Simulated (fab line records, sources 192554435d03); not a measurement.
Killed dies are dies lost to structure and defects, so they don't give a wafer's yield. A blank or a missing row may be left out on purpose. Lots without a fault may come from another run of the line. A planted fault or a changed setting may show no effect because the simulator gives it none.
fab line records | flow n5_finfet
record lots=9 wafers=26 last_day=17
route steps=1938 shown BEOL_M2@930 BEOL_M3@934 BEOL_M4@1111
lots that met no fault: from a run of the same line without faults
start_h: hours from the record's first day to the start of the lot's first wafer shown | wait_h: hours since the lot's step before | " the same as in the row above | L1.1+2: a row that stands for several wafers | - no value, or no start given | * or withheld: withheld | < > ~ a bound
route shown NAME@n: a module of which the file shows steps, and the number in the route of the first | usual: mean/standard deviation of fault-free wafers | same: alike in all rows | chamber/n: place in a boat | sites: the reading at each site | _std_site: their standard deviation | _edge_site: outer sites' mean less inner sites' | radius_mm: how far each site lies from the wafer's centre | mask NAME#n: copy n | behind: the tool/chamber that last shaped the wafer | hold: why the lot was held/for how many hours/how that ended | device: the transistor (n, p or np) that didn't switch | end of line: the same wafers' tests at the end of the route | a step without rows: its recipe alone | killed: dies lost to structure and defects at the first sort, not the wafer's yield | map: a wafer's dies, x killed, . not, _ none there
set.NAME: the setting as run; set.NAME@STEP: as run at that earlier step | model.NAME: the simulator's own value behind a step, which no gauge read
steps of the route over a sample of lots; a table a step, a row a wafer
services: from which hour (start_h, from the record's first day; less than 0 if before it) a tool's chamber was out of use, for how many hours, and why
## steps
# step N5_BEOL_M2_INSPECT_59
# recipe inspect_instrument=darkfield mode=post_dep
# usual raw_defect_count=74/25
# columns lot.wafer tool chamber start_h wait_h raw_defect_count
L943.2 defect_inspect-01 - 142.80 0.0 76
L943.3 " - " " 65
L943.5 " - " " 73
L948.1 defect_inspect-01 - 164.98 0.0 56
L948.2 " - " " 73
L952.1 defect_inspect-02 - 201.88 0.0 100
L952.2 " - " " 98
L952.3 " - " " 113
L954.1 defect_inspect-02 - 205.16 0.0 105
L954.4 " - " " 70
L954.5 " - " " 57
L957.1 defect_inspect-02 - 230.36 0.0 41
L957.2 " - " " 51
L957.4 " - " " 47
L958.2 defect_inspect-02 - 233.45 0.0 65
L958.3 " - " " 70
L958.5 " - " " 70
L960.3 defect_inspect-02 - 247.54 0.0 73
L960.4 " - " " 43
L960.6 " - " " 60
L962.4 defect_inspect-01 - 251.16 0.0 49
L962.5 " - " " 49
L962.6 " - " " 43
L964.1 defect_inspect-02 - 263.37 0.0 55
L964.4 " - " " 24
L964.5 " - " " 58
# step N5_BEOL_M3_HM_DEP_02
# recipe material=TiN target_thk_a=200 temp_c=25 chamber_pressure_pa=0.49996
# usual throttle_valve_pct=30.4/0.86
# columns lot.wafer tool chamber start_h wait_h throttle_valve_pct
L943.2 pvd_sputter-01 - 142.99 0.0 32.0
L943.3 " - " " 30.1
L943.5 " - " " 32.0
L948.1 pvd_sputter-02 - 166.94 1.8 29.8
L948.2 " - " " 31.4
L952.1 pvd_sputter-02 - 202.67 0.6 29.7
L952.2 " - " " 29.4
L952.3 " - " " 30.4
L954.1 pvd_sputter-02 - 205.36 0.0 29.8
L954.4 " - " " 29.6
L954.5 " - " " 30.3
L957.1 pvd_sputter-02 - 232.45 1.9 29.5
L957.2 " - " " 29.9
L957.4 " - " " 30.5
L958.2 pvd_sputter-02 - 234.47 0.9 31.7
L958.3 " - " " 30.5
L958.5 " - " " 30.6
L960.3 pvd_sputter-03 - 247.96 0.3 29.5
L960.4 " - " " 29.3
L960.6 " - " " 29.7
L962.4 pvd_sputter-03 - 252.62 1.3 29.8
L962.5 " - " " 31.0
L962.6 " - " " 29.4
L964.1 pvd_sputter-03 - 264.79 1.3 29.6
L964.4 " - " " 31.5
L964.5 " - " " 29.8
# step N5_BEOL_M3_ETCH_77
# recipe chemistry=N2/H2 target=underlayer target_depth_a=65 mask_material=CAR-EUV time_s=5.2 ion_energy_ev=200 pressure_mtorr=30 source_w=840 bias_w=150 n2_flow_sccm=200 h2_flow_sccm=200 ends=cleared
# usual drypump_motor_current_A=5.8/0.42 etch_rf_on_time_s=5.22/0.099 oes_product_au=0.64/0.057 rf_vpp_V=523.8/2.7 showerhead_plenum_p_Torr=2.53/0.078 throttle_valve_pct=17.89/0.22
# columns lot.wafer tool chamber start_h wait_h drypump_motor_current_A etch_rf_on_time_s oes_product_au rf_hours_counter_h rf_vpp_V showerhead_plenum_p_Torr throttle_valve_pct
L943.2 rie_diel-04 0 144.64 0.0 5.2 5.28 0.61 184 519.8 2.43 17.91
L943.3 " 3 " " 5.3 5.17 0.60 238 522.6 2.50 17.59
L943.5 " 3 " " 5.3 5.21 0.58 - 523.1 2.50 17.57
L948.1 rie_diel-04 2 168.64 0.0 6.2 3.43 0.80 157 524.0 2.53 18.02
L948.2 " 3 " " 5.3 5.15 0.60 245 521.2 2.50 17.59
L952.1 rie_diel-04 1 204.11 0.0 5.2 3.50 0.93 46 522.9 2.59 17.84
L952.2 " 0 " " 5.2 5.19 0.60 201 518.9 2.42 17.94
L952.3 " 2 " " 6.2 5.16 0.61 166 524.2 2.53 17.99
L954.1 rie_diel-04 2 207.29 0.0 6.2 3.49 0.79 168 522.6 2.53 18.05
L954.4 " 2 " " 6.2 5.27 0.62 - 525.6 2.53 18.02
L954.5 " 0 " " 5.2 5.38 0.60 - 517.1 2.42 17.94
L957.1 rie_diel-02 2 234.11 0.0 6.3 5.24 0.61 186 528.7 2.63 17.99
L957.2 " 0 " " 5.8 5.29 0.61 223 520.9 2.51 18.04
L957.4 " 1 " " 6.0 5.22 0.65 129 517.9 2.45 18.24
L958.2 rie_diel-05 3 236.23 0.0 6.1 5.06 0.66 116 523.7 2.43 17.61
L958.3 " 1 " " 6.3 5.41 0.59 241 525.2 2.62 17.89
L958.5 " 2 " " 5.3 5.32 0.60 - 526.8 2.64 17.84
L960.3 rie_diel-02 3 249.56 0.0 5.9 5.25 0.60 243 523.0 2.50 17.80
L960.4 " 1 " " 6.0 5.17 0.64 134 521.3 2.45 18.25
L960.6 " 1 " " 6.0 5.13 0.65 - 520.4 2.45 18.26
L962.4 rie_diel-05 0 254.29 0.0 6.0 5.13 0.69 88 524.2 2.56 17.99
L962.5 " 2 " " 5.3 5.30 0.59 - 524.4 2.64 17.83
L962.6 " 3 " " 6.1 5.09 0.66 - 520.3 2.43 17.63
L964.1 rie_diel-04 1 267.24 0.0 5.2 5.35 0.71 64 524.3 2.58 17.84
L964.4 " 3 " " 5.3 5.05 0.81 16 522.4 2.49 17.15
L964.5 " 0 " " 5.2 5.30 0.60 - 520.0 2.41 17.97
# step N5_BEOL_M3_ETCH_69
# recipe chemistry=CF4 target=SiARC target_depth_a=156 mask_material=CAR-EUV time_s=26 ion_energy_ev=80 pressure_mtorr=40 source_w=545 bias_w=36 Ar_flow_sccm=100 cf4_flow_sccm=100 ends=cleared
# usual cf4_flow_sccm=100.0/0.32 drypump_motor_current_A=5.8/0.42 etch_rf_on_time_s=26.1/0.43 oes_product_au=0.64/0.057 rf_vpp_V=184.0/1 showerhead_plenum_p_Torr=2.14/0.058 throttle_valve_pct=15.70/0.18
# columns lot.wafer tool chamber start_h wait_h cf4_flow_sccm drypump_motor_current_A etch_rf_on_time_s oes_product_au rf_hours_counter_h rf_vpp_V showerhead_plenum_p_Torr throttle_valve_pct
L943.2 rie_diel-04 0 144.66 0.0 99.8 5.2 26.5 0.62 184 181.3 2.05 15.77
L943.3 " 3 " " 100.1 5.3 26.1 0.59 238 184.9 2.11 15.45
L943.5 " 3 " " 100.0 5.3 26.1 0.60 - 184.4 2.11 15.46
L948.1 rie_diel-04 2 168.66 0.0 99.6 6.2 25.8 0.63 157 182.9 2.14 15.86
L948.2 " 3 " " 99.9 5.3 25.6 0.59 245 184.1 2.11 15.47
L952.1 rie_diel-04 1 204.13 0.0 99.8 5.2 26.6 0.72 46 184.6 2.18 15.57
L952.2 " 0 " " 100.7 5.3 26.3 0.61 201 183.2 2.05 15.81
L952.3 " 2 " " 99.7 6.2 26.0 0.62 166 184.8 2.13 15.87
L954.1 rie_diel-04 2 207.31 0.0 100.1 6.2 26.3 0.61 168 183.9 2.13 15.88
L954.4 " 2 " " 100.2 6.2 26.3 0.62 - 182.8 2.13 15.87
L954.5 " 0 " " 100.2 5.2 26.6 0.60 - 183.1 2.05 15.81
L957.1 rie_diel-02 2 234.13 0.0 99.7 6.3 26.1 0.61 186 185.9 2.21 15.77
L957.2 " 0 " " 100.8 5.8 26.3 0.61 223 184.9 2.11 15.84
L957.4 " 1 " " 99.6 6.0 26.3 0.64 129 182.4 2.07 15.90
L958.2 rie_diel-05 3 236.25 0.0 100.1 6.1 25.5 0.67 116 184.2 2.08 15.69
L958.3 " 1 " " 99.7 6.3 26.5 0.57 241 184.0 2.21 15.74
L958.5 " 2 " " 100.1 5.3 26.3 0.60 - 184.8 2.20 15.56
L960.3 rie_diel-02 3 249.58 0.0 99.5 5.9 26.4 0.60 243 183.5 2.12 15.55
L960.4 " 1 " " 99.7 6.0 26.0 0.65 134 182.9 2.06 15.93
L960.6 " 1 " " 100.1 6.0 25.9 0.65 - 183.7 2.06 15.94
L962.4 rie_diel-05 0 254.31 0.0 99.8 6.1 25.8 0.69 88 185.1 2.17 15.79
L962.5 " 2 " " 99.7 5.3 26.6 0.60 - 184.2 2.20 15.58
L962.6 " 3 " " 100.3 6.1 26.0 0.66 - 184.2 2.08 15.70
L964.1 rie_diel-04 1 267.26 0.0 100.0 5.2 26.5 0.71 64 184.5 2.18 15.61
L964.4 " 3 " " 100.1 5.3 25.0 0.81 16 183.6 2.10 15.00
L964.5 " 0 " " 99.8 5.2 26.1 0.59 - 185.0 2.04 15.83
# step N5_BEOL_M4_RC_MEAS_101
# usual DIBL_N=36.3/1.7 DIBL_P=36.5/1.8 IOFF_N=0.16/0.033 IOFF_P=0.21/0.037 ION_N=675/11 ION_P=462/7.9 SS_N=71.6/0.64 SS_P=73.3/0.68 VT_N=249/3.3 VT_P=-250/3.3
# columns lot.wafer tool chamber start_h wait_h DIBL_N[mV/V] DIBL_P[mV/V] IOFF_N[nA/um] IOFF_P[nA/um] ION_N[uA/um] ION_P[uA/um] SS_N[mV/dec] SS_P[mV/dec] VT_N[mV] VT_P[mV]
L943.2 prober-01 0 159.47 0.2 35.4 36.0 0.14 0.19 666 457 71.4 73.2 253 -255
L943.3 " 0 " " 35.3 36.6 0.15 0.20 684 469 71.6 73.9 249 -252
L943.5 " 0 " " 34.9 36.1 0.15 0.19 678 466 71.6 73.7 253 -252
L948.1 prober-02 0 182.85 0.0 37.3 37.5 0.18 0.23 680 470 71.2 72.8 247 -250
L948.2 " 0 " " 33.8 33.5 0.12 0.17 677 471 70.7 71.7 255 -253
L952.1 prober-02 0 223.77 0.1 34.4 34.8 0.11 0.16 662 448 70.0 72.8 253 -257
L952.2 " 0 " " 36.1 37.7 0.14 0.21 653 460 70.6 73.9 253 -251
L952.3 " 0 " " 36.9 38.2 0.15 0.20 662 450 71.1 73.8 251 -253
L954.1 prober-01 0 225.25 0.0 35.8 36.3 0.16 0.20 684 464 71.3 72.9 249 -251
L954.4 " 0 " " 35.6 34.7 0.15 0.17 666 450 71.1 72.7 249 -253
L954.5 " 0 " " 34.2 33.9 0.13 0.17 657 448 71.1 72.1 251 -253
L957.1 prober-01 0 253.69 0.0 35.8 36.1 0.17 0.27 673 471 71.4 73.0 247 -244
L957.2 " 0 " " 39.6 39.5 0.23 0.32 683 470 71.9 73.3 245 -241
L957.4 " 0 " " 36.3 36.7 0.17 0.27 690 478 71.5 72.8 247 -243
L958.2 prober-02 0 256.66 0.2 37.0 36.3 0.17 0.24 677 463 71.6 73.4 249 -248
L958.3 " 0 " " 38.1 37.1 0.19 0.24 675 462 72.2 73.7 248 -246
L958.5 " 0 " " 39.1 38.9 0.21 0.27 686 465 72.7 73.8 248 -248
L960.3 prober-02 0 264.16 0.3 37.3 35.4 0.16 0.22 675 466 71.4 72.8 247 -246
L960.4 " 0 " " 35.6 34.2 0.15 0.22 703 481 71.4 72.5 246 -244
L960.6 " 0 " " 35.4 34.3 0.14 0.21 677 469 71.2 72.8 249 -245
L962.4 prober-01 0 267.91 0.5 37.3 36.6 0.16 0.23 678 472 71.4 72.5 254 -245
L962.5 " 0 " " 36.3 35.8 0.15 0.22 662 460 71.4 73.4 253 -248
L962.6 " 0 " " 37.3 36.4 0.17 0.23 667 464 71.9 73.5 249 -247
L964.1 prober-02 0 291.64 0.0 40.0 40.9 0.28 0.27 717 475 72.9 74.6 241 -250
L964.4 " 0 " " 38.2 38.7 0.23 0.24 695 461 73.1 74.5 242 -249
L964.5 " 0 " " 37.6 37.9 0.21 0.22 687 459 71.7 73.4 245 -251
## services
# columns tool chamber start_h hours kind
pvd_sputter-03 - 121.68 0.6 repair
pvd_sputter-02 - 124.42 3.5 repair
rie_diel-05 1 139.32 17.3 repair
rie_diel-02 3 143.02 4.5 repair
rie_diel-04 0 150.47 3.8 repair
rie_diel-02 3 155.23 9.1 repair
rie_diel-04 2 180.80 8.5 repair
rie_diel-04 3 189.27 - clean
rie_diel-04 3 189.27 - consumable_replace:focus_ring
rie_diel-04 3 189.27 22.4 scheduled_down
rie_diel-04 3 189.27 22.4 vent_cycle
rie_diel-02 - 189.99 2.8 pm
rie_diel-04 1 229.69 7.4 repair
rie_diel-05 3 265.18 6.2 repair
## key
first_sign step=N5_BEOL_M3_ETCH_77 reading=etch_rf_on_time_s direction=down sigmas=18 usual=* struck=*
effect step=N5_BEOL_M3_ETCH_77 reading=oes_product_au direction=up sigmas=3.5 usual=0.64 struck=0.84
met_at N5_BEOL_M3_ETCH_77
struck_lots L948,L952,L954
struck_wafers L948.1,L952.1,L954.1
not_acting_at N5_BEOL_M2_INSPECT_59,N5_BEOL_M3_HM_DEP_02,N5_BEOL_M3_ETCH_69
onset_between 144.64 168.64
fault kind=process_parameter_drift tool=rie_diel-04 chamber=- onset_h=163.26 steps=N5_BEOL_M3_ETCH_77 channel=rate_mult offset=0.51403 shape=step end_h=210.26 scope=struck_wafers_only
